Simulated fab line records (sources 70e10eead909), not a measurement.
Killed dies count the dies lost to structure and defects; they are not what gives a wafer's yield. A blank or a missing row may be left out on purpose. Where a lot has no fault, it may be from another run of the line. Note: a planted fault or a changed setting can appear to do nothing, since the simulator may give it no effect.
fab line records :: flow nandHarc
[record]
  lots = 7
  wafers = 19
  lastDay = 24
route steps=1159 shown A_ONON_D1@430 END@1159
lots that met no fault: taken from a fault-free run of the same line
startH: hours from the record's opening day to when the first of the lot's shown wafers began :: waitH: hours elapsed since this lot's preceding step :: " unchanged from the row above :: L1.1+2: one row covering several wafers at once :: - either no value or no given start :: * or withheld: withheld :: < > ~ a bound
route shown NAME@n: a module of which the file shows steps, and the number in the route of the first :: usual: mean and standard deviation over wafers with no fault :: same: alike in all rows :: chamber/n: place in a boat :: sites: each site's reading :: _std_site: their standard deviation :: _edge_site: inner sites' mean taken away from outer sites' mean :: radiusMm: how far each site lies from the wafer's centre :: mask NAME#n: copy n :: behind: tool/chamber where the wafer was last shaped :: hold: cause of the lot's hold/its duration in hours/its outcome :: device: the transistor (n, p or np) that didn't switch :: end of line: the route-end tests of the same wafers :: a step given without rows: its recipe and nothing more :: killed: at the first sort, the dies lost to defects and structure; wafer yield is something else :: map: shows each die of a wafer: x if killed, . if not, _ if none is there
set.NAME: the setting that was run; set.NAME@STEP: the one run at that earlier step :: model.NAME: the simulator's own value behind a step, which no gauge read
lots at some steps of the route; a table a step, a row a wafer
services: the hour from which a tool's chamber was out of use, counted from the record's first day as startH (under 0 if before that day), plus the number of hours and why
[[steps]]
[step NHARC_A_ONON_D1_DEP_09]
[recipe]
  targetThkA = 10000
  n2FlowSccm = 2750
  n2oFlowSccm = 2000
  nh3FlowSccm = 500
  sih4FlowSccm = 210
  tempC = 400
[step NHARC_A_ONON_D1_THK_MEAS_11]
[recipe]
  thkMeasGauge = ellipsometry
[usual]
  thkNm = 997/12
lot.wafer: L665.1
tool: filmMetro-01
chamber: -
startH: 165.90
waitH: -
thkNm: 994

lot.wafer: L665.5
tool: filmMetro-01
chamber: -
startH: 165.90
waitH: -
thkNm: 994

lot.wafer: L665.6
tool: filmMetro-01
chamber: -
startH: 165.90
waitH: -
thkNm: 996

lot.wafer: L668.1
tool: filmMetro-02
chamber: -
startH: 180.08
waitH: -
thkNm: 1005

lot.wafer: L668.2
tool: filmMetro-02
chamber: -
startH: 180.08
waitH: -
thkNm: 1003

lot.wafer: L668.4
tool: filmMetro-02
chamber: -
startH: 180.08
waitH: -
thkNm: 1005

lot.wafer: L677.1
tool: filmMetro-02
chamber: -
startH: 235.54
waitH: -
thkNm: 989

lot.wafer: L677.5
tool: filmMetro-02
chamber: -
startH: 235.54
waitH: -
thkNm: 989

lot.wafer: L678.2
tool: filmMetro-02
chamber: -
startH: 235.75
waitH: -
thkNm: 996

lot.wafer: L678.4
tool: filmMetro-02
chamber: -
startH: 235.75
waitH: -
thkNm: 993

lot.wafer: L680.2
tool: filmMetro-01
chamber: -
startH: 260.14
waitH: -
thkNm: 975

lot.wafer: L680.4
tool: filmMetro-01
chamber: -
startH: 260.14
waitH: -
thkNm: 973

lot.wafer: L680.6
tool: filmMetro-01
chamber: -
startH: 260.14
waitH: -
thkNm: 974

lot.wafer: L684.2
tool: filmMetro-01
chamber: -
startH: 268.09
waitH: -
thkNm: 1005

lot.wafer: L684.3
tool: filmMetro-01
chamber: -
startH: 268.09
waitH: -
thkNm: 1003

lot.wafer: L684.5
tool: filmMetro-01
chamber: -
startH: 268.09
waitH: -
thkNm: 1004

lot.wafer: L686.1
tool: filmMetro-01
chamber: -
startH: 294.98
waitH: -
thkNm: 988

lot.wafer: L686.2
tool: filmMetro-01
chamber: -
startH: 294.98
waitH: -
thkNm: 990

lot.wafer: L686.5
tool: filmMetro-01
chamber: -
startH: 294.98
waitH: -
thkNm: 990
[step NHARC_A_ONON_D1_DEP_12]
[recipe]
  targetThkA = 10000
  n2FlowSccm = 2750
  n2oFlowSccm = 2000
  nh3FlowSccm = 500
  sih4FlowSccm = 210
  tempC = 400
[step NHARC_A_ONON_D1_THK_MEAS_14]
[recipe]
  thkMeasGauge = ellipsometry
[usual]
  thkNm = 1004/7.9
lot.wafer: L665.1
tool: filmMetro-01
chamber: -
startH: 166.47
waitH: -
thkNm: 989

lot.wafer: L665.5
tool: filmMetro-01
chamber: -
startH: 166.47
waitH: -
thkNm: 993

lot.wafer: L665.6
tool: filmMetro-01
chamber: -
startH: 166.47
waitH: -
thkNm: 991

lot.wafer: L668.1
tool: filmMetro-02
chamber: -
startH: 180.65
waitH: -
thkNm: 1009

lot.wafer: L668.2
tool: filmMetro-02
chamber: -
startH: 180.65
waitH: -
thkNm: 1008

lot.wafer: L668.4
tool: filmMetro-02
chamber: -
startH: 180.65
waitH: -
thkNm: 1010

lot.wafer: L677.1
tool: filmMetro-01
chamber: -
startH: 236.11
waitH: -
thkNm: 1000

lot.wafer: L677.5
tool: filmMetro-01
chamber: -
startH: 236.11
waitH: -
thkNm: 1001

lot.wafer: L678.2
tool: filmMetro-02
chamber: -
startH: 236.32
waitH: -
thkNm: 1007

lot.wafer: L678.4
tool: filmMetro-02
chamber: -
startH: 236.32
waitH: -
thkNm: 1006

lot.wafer: L680.2
tool: filmMetro-02
chamber: -
startH: 260.70
waitH: -
thkNm: 1004

lot.wafer: L680.4
tool: filmMetro-02
chamber: -
startH: 260.70
waitH: -
thkNm: 1004

lot.wafer: L680.6
tool: filmMetro-02
chamber: -
startH: 260.70
waitH: -
thkNm: 1004

lot.wafer: L684.2
tool: filmMetro-02
chamber: -
startH: 268.66
waitH: -
thkNm: 1011

lot.wafer: L684.3
tool: filmMetro-02
chamber: -
startH: 268.66
waitH: -
thkNm: 1013

lot.wafer: L684.5
tool: filmMetro-02
chamber: -
startH: 268.66
waitH: -
thkNm: 1012

lot.wafer: L686.1
tool: filmMetro-02
chamber: -
startH: 295.55
waitH: -
thkNm: 1002

lot.wafer: L686.2
tool: filmMetro-02
chamber: -
startH: 295.55
waitH: -
thkNm: 1002

lot.wafer: L686.5
tool: filmMetro-02
chamber: -
startH: 295.55
waitH: -
thkNm: 1002
[step NHARC_A_ONON_D1_ANNEAL_15]
[recipe]
  tempC = 750
  timeS = 3600
[step NHARC_A_ONON_D1_DEP_16]
[recipe]
  targetThkA = 10000
  n2FlowSccm = 2750
  n2oFlowSccm = 2000
  nh3FlowSccm = 500
  sih4FlowSccm = 210
  tempC = 400
[step NHARC_A_ONON_D1_THK_MEAS_18]
[recipe]
  thkMeasGauge = ellipsometry
[usual]
  thkNm = 998/9.3
lot.wafer: L665.1
tool: filmMetro-01
chamber: -
startH: 173.26
waitH: -
thkNm: 997

lot.wafer: L665.5
tool: filmMetro-01
chamber: -
startH: 173.26
waitH: -
thkNm: 999

lot.wafer: L665.6
tool: filmMetro-01
chamber: -
startH: 173.26
waitH: -
thkNm: 997

lot.wafer: L668.1
tool: filmMetro-02
chamber: -
startH: 187.75
waitH: -
thkNm: 1011

lot.wafer: L668.2
tool: filmMetro-02
chamber: -
startH: 187.75
waitH: -
thkNm: 1012

lot.wafer: L668.4
tool: filmMetro-02
chamber: -
startH: 187.75
waitH: -
thkNm: 1012

lot.wafer: L677.1
tool: filmMetro-01
chamber: -
startH: 246.41
waitH: -
thkNm: 1002

lot.wafer: L677.5
tool: filmMetro-01
chamber: -
startH: 246.41
waitH: -
thkNm: 1001

lot.wafer: L678.2
tool: filmMetro-02
chamber: -
startH: 246.76
waitH: -
thkNm: 991

lot.wafer: L678.4
tool: filmMetro-02
chamber: -
startH: 246.76
waitH: -
thkNm: 992

lot.wafer: L680.2
tool: filmMetro-02
chamber: -
startH: 267.74
waitH: -
thkNm: 996

lot.wafer: L680.4
tool: filmMetro-02
chamber: -
startH: 267.74
waitH: -
thkNm: 995

lot.wafer: L680.6
tool: filmMetro-02
chamber: -
startH: 267.74
waitH: -
thkNm: 994

lot.wafer: L684.2
tool: filmMetro-01
chamber: -
startH: 276.52
waitH: -
thkNm: 989

lot.wafer: L684.3
tool: filmMetro-01
chamber: -
startH: 276.52
waitH: -
thkNm: 989

lot.wafer: L684.5
tool: filmMetro-01
chamber: -
startH: 276.52
waitH: -
thkNm: 991

lot.wafer: L686.1
tool: filmMetro-02
chamber: -
startH: 302.43
waitH: -
thkNm: 994

lot.wafer: L686.2
tool: filmMetro-02
chamber: -
startH: 302.43
waitH: -
thkNm: 994

lot.wafer: L686.5
tool: filmMetro-02
chamber: -
startH: 302.43
waitH: -
thkNm: 993
[step NHARC_A_ONON_D1_DEP_19]
[recipe]
  targetThkA = 10000
  n2FlowSccm = 2750
  n2oFlowSccm = 2000
  nh3FlowSccm = 500
  sih4FlowSccm = 210
  tempC = 400
[step NHARC_A_ONON_D1_THK_MEAS_21]
[recipe]
  thkMeasGauge = ellipsometry
[usual]
  thkNm = 1001/9.3
lot.wafer: L665.1
tool: filmMetro-02
chamber: -
startH: 173.82
waitH: -
thkNm: 1015

lot.wafer: L665.5
tool: filmMetro-02
chamber: -
startH: 173.82
waitH: -
thkNm: 1013

lot.wafer: L665.6
tool: filmMetro-02
chamber: -
startH: 173.82
waitH: -
thkNm: 1014

lot.wafer: L668.1
tool: filmMetro-02
chamber: -
startH: 188.32
waitH: -
thkNm: 1007

lot.wafer: L668.2
tool: filmMetro-02
chamber: -
startH: 188.32
waitH: -
thkNm: 1007

lot.wafer: L668.4
tool: filmMetro-02
chamber: -
startH: 188.32
waitH: -
thkNm: 1006

lot.wafer: L677.1
tool: filmMetro-02
chamber: -
startH: 247.12
waitH: -
thkNm: 1007

lot.wafer: L677.5
tool: filmMetro-02
chamber: -
startH: 247.12
waitH: -
thkNm: 1009

lot.wafer: L678.2
tool: filmMetro-02
chamber: -
startH: 247.47
waitH: -
thkNm: 1002

lot.wafer: L678.4
tool: filmMetro-02
chamber: -
startH: 247.47
waitH: -
thkNm: 1001

lot.wafer: L680.2
tool: filmMetro-02
chamber: -
startH: 268.45
waitH: -
thkNm: 993

lot.wafer: L680.4
tool: filmMetro-02
chamber: -
startH: 268.45
waitH: -
thkNm: 991

lot.wafer: L680.6
tool: filmMetro-02
chamber: -
startH: 268.45
waitH: -
thkNm: 992

lot.wafer: L684.2
tool: filmMetro-02
chamber: -
startH: 277.08
waitH: -
thkNm: 981

lot.wafer: L684.3
tool: filmMetro-02
chamber: -
startH: 277.08
waitH: -
thkNm: 978

lot.wafer: L684.5
tool: filmMetro-02
chamber: -
startH: 277.08
waitH: -
thkNm: 978

lot.wafer: L686.1
tool: filmMetro-02
chamber: -
startH: 303.00
waitH: -
thkNm: 993

lot.wafer: L686.2
tool: filmMetro-02
chamber: -
startH: 303.00
waitH: -
thkNm: 993

lot.wafer: L686.5
tool: filmMetro-02
chamber: -
startH: 303.00
waitH: -
thkNm: 992
[step NHARC_A_ONON_D1_DEP_22]
[recipe]
  targetThkA = 10000
  n2FlowSccm = 2750
  n2oFlowSccm = 2000
  nh3FlowSccm = 500
  sih4FlowSccm = 210
  tempC = 400
[step NHARC_A_ONON_D1_THK_MEAS_24]
[recipe]
  thkMeasGauge = ellipsometry
[usual]
  thkNm = 1003/9.1
lot.wafer: L665.1
tool: filmMetro-02
chamber: -
startH: 174.39
waitH: -
thkNm: 1009

lot.wafer: L665.5
tool: filmMetro-02
chamber: -
startH: 174.39
waitH: -
thkNm: 1008

lot.wafer: L665.6
tool: filmMetro-02
chamber: -
startH: 174.39
waitH: -
thkNm: 1008

lot.wafer: L668.1
tool: filmMetro-02
chamber: -
startH: 188.88
waitH: -
thkNm: 1004

lot.wafer: L668.2
tool: filmMetro-02
chamber: -
startH: 188.88
waitH: -
thkNm: 1002

lot.wafer: L668.4
tool: filmMetro-02
chamber: -
startH: 188.88
waitH: -
thkNm: 1003

lot.wafer: L677.1
tool: filmMetro-01
chamber: -
startH: 247.82
waitH: -
thkNm: 996

lot.wafer: L677.5
tool: filmMetro-01
chamber: -
startH: 247.82
waitH: -
thkNm: 996

lot.wafer: L678.2
tool: filmMetro-02
chamber: -
startH: 248.17
waitH: -
thkNm: 987

lot.wafer: L678.4
tool: filmMetro-02
chamber: -
startH: 248.17
waitH: -
thkNm: 986

lot.wafer: L680.2
tool: filmMetro-02
chamber: -
startH: 269.01
waitH: -
thkNm: 994

lot.wafer: L680.4
tool: filmMetro-02
chamber: -
startH: 269.01
waitH: -
thkNm: 993

lot.wafer: L680.6
tool: filmMetro-02
chamber: -
startH: 269.01
waitH: -
thkNm: 995

lot.wafer: L684.2
tool: filmMetro-01
chamber: -
startH: 277.66
waitH: -
thkNm: 997

lot.wafer: L684.3
tool: filmMetro-01
chamber: -
startH: 277.66
waitH: -
thkNm: 997

lot.wafer: L684.5
tool: filmMetro-01
chamber: -
startH: 277.66
waitH: -
thkNm: 998

lot.wafer: L686.1
tool: filmMetro-02
chamber: -
startH: 303.57
waitH: -
thkNm: 993

lot.wafer: L686.2
tool: filmMetro-02
chamber: -
startH: 303.57
waitH: -
thkNm: 993

lot.wafer: L686.5
tool: filmMetro-02
chamber: -
startH: 303.57
waitH: -
thkNm: 995
[step NHARC_A_ONON_D1_DEP_25]
[recipe]
  targetThkA = 10000
  n2FlowSccm = 2750
  n2oFlowSccm = 2000
  nh3FlowSccm = 500
  sih4FlowSccm = 210
  tempC = 400
[usual]
  n2oFlowSccm = 2000/5.4
  susceptorTempC = 400.01/0.21
lot.wafer: L665.1
tool: pecvdOnon-02
chamber: 0
startH: 174.45
waitH: 0.1
n2oFlowSccm: 2010
susceptorTempC: 400.00

lot.wafer: L665.5
tool: pecvdOnon-02
chamber: 0
startH: 174.45
waitH: 0.1
n2oFlowSccm: 1999
susceptorTempC: 399.98

lot.wafer: L665.6
tool: pecvdOnon-02
chamber: 0
startH: 174.45
waitH: 0.1
n2oFlowSccm: 2006
susceptorTempC: 399.72

lot.wafer: L668.1
tool: pecvdOnon-03
chamber: 0
startH: 188.94
waitH: 0.1
n2oFlowSccm: 2001
susceptorTempC: 400.00

lot.wafer: L668.2
tool: pecvdOnon-03
chamber: 0
startH: 188.94
waitH: 0.1
n2oFlowSccm: 1997
susceptorTempC: 399.79

lot.wafer: L668.4
tool: pecvdOnon-03
chamber: 0
startH: 188.94
waitH: 0.1
n2oFlowSccm: 2003
susceptorTempC: 399.85

lot.wafer: L677.1
tool: pecvdOnon-02
chamber: 0
startH: 248.01
waitH: 0.2
n2oFlowSccm: 1991
susceptorTempC: 400.40

lot.wafer: L677.5
tool: pecvdOnon-02
chamber: 0
startH: 248.01
waitH: 0.2
n2oFlowSccm: 2006
susceptorTempC: 400.26

lot.wafer: L678.2
tool: pecvdOnon-02
chamber: 0
startH: 248.42
waitH: 0.2
n2oFlowSccm: 2001
susceptorTempC: 399.73

lot.wafer: L678.4
tool: pecvdOnon-02
chamber: 0
startH: 248.42
waitH: 0.2
n2oFlowSccm: 1993
susceptorTempC: 399.83

lot.wafer: L680.2
tool: pecvdOnon-02
chamber: 0
startH: 269.13
waitH: 0.1
n2oFlowSccm: 2008
susceptorTempC: 400.34

lot.wafer: L680.4
tool: pecvdOnon-02
chamber: 0
startH: 269.13
waitH: 0.1
n2oFlowSccm: 1998
susceptorTempC: 399.91

lot.wafer: L680.6
tool: pecvdOnon-02
chamber: 0
startH: 269.13
waitH: 0.1
n2oFlowSccm: 2006
susceptorTempC: 400.18

lot.wafer: L684.2
tool: pecvdOnon-04
chamber: 0
startH: 277.77
waitH: 0.1
n2oFlowSccm: 2005
susceptorTempC: 400.03

lot.wafer: L684.3
tool: pecvdOnon-04
chamber: 0
startH: 277.77
waitH: 0.1
n2oFlowSccm: 2001
susceptorTempC: 399.88

lot.wafer: L684.5
tool: pecvdOnon-04
chamber: 0
startH: 277.77
waitH: 0.1
n2oFlowSccm: 2008
susceptorTempC: 400.10

lot.wafer: L686.1
tool: pecvdOnon-04
chamber: 0
startH: 303.63
waitH: 0.1
n2oFlowSccm: 1994
susceptorTempC: 400.26

lot.wafer: L686.2
tool: pecvdOnon-04
chamber: 0
startH: 303.63
waitH: 0.1
n2oFlowSccm: 1998
susceptorTempC: 400.00

lot.wafer: L686.5
tool: pecvdOnon-04
chamber: 0
startH: 303.63
waitH: 0.1
n2oFlowSccm: 1998
susceptorTempC: 400.10
[step NHARC_A_ONON_D1_THK_MEAS_27]
[recipe]
  thkMeasGauge = ellipsometry
[usual]
  thkNm = 1000/8.1
lot.wafer: L665.1
tool: filmMetro-01
chamber: -
startH: 174.96
waitH: -
thkNm: 998

lot.wafer: L665.5
tool: filmMetro-01
chamber: -
startH: 174.96
waitH: -
thkNm: 998

lot.wafer: L665.6
tool: filmMetro-01
chamber: -
startH: 174.96
waitH: -
thkNm: 999

lot.wafer: L668.1
tool: filmMetro-02
chamber: -
startH: 189.45
waitH: -
thkNm: 1008

lot.wafer: L668.2
tool: filmMetro-02
chamber: -
startH: 189.45
waitH: -
thkNm: 1009

lot.wafer: L668.4
tool: filmMetro-02
chamber: -
startH: 189.45
waitH: -
thkNm: 1008

lot.wafer: L677.1
tool: filmMetro-02
chamber: -
startH: 248.52
waitH: -
thkNm: 397

lot.wafer: L677.5
tool: filmMetro-02
chamber: -
startH: 248.52
waitH: -
thkNm: 997

lot.wafer: L678.2
tool: filmMetro-02
chamber: -
startH: 248.87
waitH: -
thkNm: 391

lot.wafer: L678.4
tool: filmMetro-02
chamber: -
startH: 248.87
waitH: -
thkNm: 992

lot.wafer: L680.2
tool: filmMetro-01
chamber: -
startH: 269.58
waitH: -
thkNm: 396

lot.wafer: L680.4
tool: filmMetro-01
chamber: -
startH: 269.58
waitH: -
thkNm: 995

lot.wafer: L680.6
tool: filmMetro-01
chamber: -
startH: 269.58
waitH: -
thkNm: 995

lot.wafer: L684.2
tool: filmMetro-01
chamber: -
startH: 278.22
waitH: -
thkNm: 1001

lot.wafer: L684.3
tool: filmMetro-01
chamber: -
startH: 278.22
waitH: -
thkNm: 997

lot.wafer: L684.5
tool: filmMetro-01
chamber: -
startH: 278.22
waitH: -
thkNm: 1000

lot.wafer: L686.1
tool: filmMetro-02
chamber: -
startH: 304.13
waitH: -
thkNm: 997

lot.wafer: L686.2
tool: filmMetro-02
chamber: -
startH: 304.13
waitH: -
thkNm: 997

lot.wafer: L686.5
tool: filmMetro-02
chamber: -
startH: 304.13
waitH: -
thkNm: 996
[step NHARC_A_ONON_D1_DEP_28]
[recipe]
  targetThkA = 10000
  n2FlowSccm = 2750
  n2oFlowSccm = 2000
  nh3FlowSccm = 500
  sih4FlowSccm = 210
  tempC = 400
[step NHARC_END_SORT_01]
[recipe]
  tempC = 25
[usual]
  killedAtArray = 24/8.4
  killedAtOther = 0.7/1.1
  killedAtPeriphery = 2.9/1.7
  killedDies = 27/8.6
  killedOpen = 3.3/1.8
  killedShort = 1.8/1.4
[same]
  grossDies = 677
lot.wafer: L677.1
tool: prober-01
chamber: 0
startH: 507.94
waitH: 2.5
killedAtArray: 669
killedAtOther: 3
killedAtPeriphery: 5
killedDies: 677
killedOpen: 4
killedShort: 1

lot.wafer: L678.2
tool: prober-01
chamber: 0
startH: 516.40
waitH: 2.7
killedAtArray: 669
killedAtOther: 3
killedAtPeriphery: 5
killedDies: 677
killedOpen: 5
killedShort: 7

lot.wafer: L680.2
tool: prober-02
chamber: 0
startH: 539.14
waitH: 2.8
killedAtArray: 672
killedAtOther: 0
killedAtPeriphery: 5
killedDies: 677
killedOpen: 6
killedShort: 3
// killed by level:class
L677.1 A_ONON_D1:areaDep=638 A_CHANNEL_HOLE_D1:chamberFilmFlake=16 A_CHANNEL_FILL_D1:chamberFilmFlake=5 A_CONTACT:chamberFilmFlake=5 P_GATE:chamberFilmFlake=3 THIN_TSV:chamberFilmFlake=3 P_M0:geometricParticle:open=1 A_SOURCE_PLATE:geometricParticle:short=1
L678.2 A_ONON_D1:areaDep=634 A_CHANNEL_HOLE_D1:chamberFilmFlake=17 A_CONTACT:chamberFilmFlake=7 A_ONON_D1:geometricParticle:short=3 P_GATE:chamberFilmFlake=3 THIN_TSV:chamberFilmFlake=2 A_STAIRCASE:chamberFilmFlake=2 P_M1:geometricParticle:short=1
L680.2 A_ONON_D1:areaDep=644 A_SLIT:chamberFilmFlake=7 A_CHANNEL_HOLE_D1:chamberFilmFlake=6 A_STAIRCASE:chamberFilmFlake=4 P_ZERO_WELL:chamberFilmFlake=3 A_ONON_D1:geometricParticle:open=2 A_WL_FILL:geometricParticle:short=2 A_CONTACT:geometricParticle:open=2
// map L677.1 (x killed, . not)
____________x____________
_________xxxxxxx_________
_______xxxxxxxxxxx_______
______xxxxxxxxxxxxx______
_____xxxxxxxxxxxxxxx_____
____xxxxxxxxxxxxxxxxx____
____xxxxxxxxxxxxxxxxx____
___xxxxxxxxxxxxxxxxxxx___
___xxxxxxxxxxxxxxxxxxx___
__xxxxxxxxxxxxxxxxxxxxx__
__xxxxxxxxxxxxxxxxxxxxx__
_xxxxxxxxxxxxxxxxxxxxxxx_
_xxxxxxxxxxxxxxxxxxxxxxx_
_xxxxxxxxxxxxxxxxxxxxxxx_
_xxxxxxxxxxxxxxxxxxxxxxx_
_xxxxxxxxxxxxxxxxxxxxxxx_
xxxxxxxxxxxxxxxxxxxxxxxxx
xxxxxxxxxxxxxxxxxxxxxxxxx
xxxxxxxxxxxxxxxxxxxxxxxxx
xxxxxxxxxxxxxxxxxxxxxxxxx
xxxxxxxxxxxxxxxxxxxxxxxxx
_xxxxxxxxxxxxxxxxxxxxxxx_
_xxxxxxxxxxxxxxxxxxxxxxx_
_xxxxxxxxxxxxxxxxxxxxxxx_
_xxxxxxxxxxxxxxxxxxxxxxx_
_xxxxxxxxxxxxxxxxxxxxxxx_
__xxxxxxxxxxxxxxxxxxxxx__
__xxxxxxxxxxxxxxxxxxxxx__
___xxxxxxxxxxxxxxxxxxx___
___xxxxxxxxxxxxxxxxxxx___
____xxxxxxxxxxxxxxxxx____
____xxxxxxxxxxxxxxxxx____
_____xxxxxxxxxxxxxxx_____
______xxxxxxxxxxxxx______
_______xxxxxxxxxxx_______
_________xxxxxxx_________
____________x____________
// map L678.2 (x killed, . not)
____________x____________
_________xxxxxxx_________
_______xxxxxxxxxxx_______
______xxxxxxxxxxxxx______
_____xxxxxxxxxxxxxxx_____
____xxxxxxxxxxxxxxxxx____
____xxxxxxxxxxxxxxxxx____
___xxxxxxxxxxxxxxxxxxx___
___xxxxxxxxxxxxxxxxxxx___
__xxxxxxxxxxxxxxxxxxxxx__
__xxxxxxxxxxxxxxxxxxxxx__
_xxxxxxxxxxxxxxxxxxxxxxx_
_xxxxxxxxxxxxxxxxxxxxxxx_
_xxxxxxxxxxxxxxxxxxxxxxx_
_xxxxxxxxxxxxxxxxxxxxxxx_
_xxxxxxxxxxxxxxxxxxxxxxx_
xxxxxxxxxxxxxxxxxxxxxxxxx
xxxxxxxxxxxxxxxxxxxxxxxxx
xxxxxxxxxxxxxxxxxxxxxxxxx
xxxxxxxxxxxxxxxxxxxxxxxxx
xxxxxxxxxxxxxxxxxxxxxxxxx
_xxxxxxxxxxxxxxxxxxxxxxx_
_xxxxxxxxxxxxxxxxxxxxxxx_
_xxxxxxxxxxxxxxxxxxxxxxx_
_xxxxxxxxxxxxxxxxxxxxxxx_
_xxxxxxxxxxxxxxxxxxxxxxx_
__xxxxxxxxxxxxxxxxxxxxx__
__xxxxxxxxxxxxxxxxxxxxx__
___xxxxxxxxxxxxxxxxxxx___
___xxxxxxxxxxxxxxxxxxx___
____xxxxxxxxxxxxxxxxx____
____xxxxxxxxxxxxxxxxx____
_____xxxxxxxxxxxxxxx_____
______xxxxxxxxxxxxx______
_______xxxxxxxxxxx_______
_________xxxxxxx_________
____________x____________
[[services]]
tool: pecvdOnon-03
chamber: -
startH: 153.00
hours: 13.0
kind: pm

tool: pecvdOnon-04
chamber: -
startH: 237.00
hours: 13.0
kind: pm

tool: pecvdOnon-02
chamber: -
startH: 292.00
hours: 13.0
kind: pm
[[key]]
[firstSign]
  step = NHARC_A_ONON_D1_THK_MEAS_27
  reading = thkNm
  direction = down
  sigmas = 75
  usual = 1000
  struck = 395
[effect]
  step = NHARC_END_SORT_01
  reading = killedAtArray
  direction = up
  sigmas = 77
  usual = 24
  struck = 670
[moreKillsBornAt]
  NHARC_A_ONON_D1_DEP_25@pecvdOnon-02 = 1916
metAt NHARC_A_ONON_D1_DEP_25
struckWafers L677.1,L678.2,L680.2
laterRowsLeftOut L677.1,L678.2,L680.2
testerLeftOut L677,L678,L680
onsetBetween 174.45 248.01
[fault]
  kind = processParameterDrift
  tool = pecvdOnon-02
  chamber = -
  onsetH = 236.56
  steps = NHARC_A_ONON_D1_DEP_25
  channel = targetThkA
  offset = *
  shape = step
  endH = 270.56
  scope = struckWafersOnly
  actsIn = *
  stated = *
// testerLeftOut: of these lots the tester's yield and bins aren't shown, on N5 and GAA mostly nor the transistor test; their killed dies are dies lost to structure and defects alone, not to doping, threshold or leakage, so they don't give the yield
// laterRowsLeftOut: the simulator's readings of these wafers behind a module that went badly wrong aren't trusted and aren't shown, but for the sort
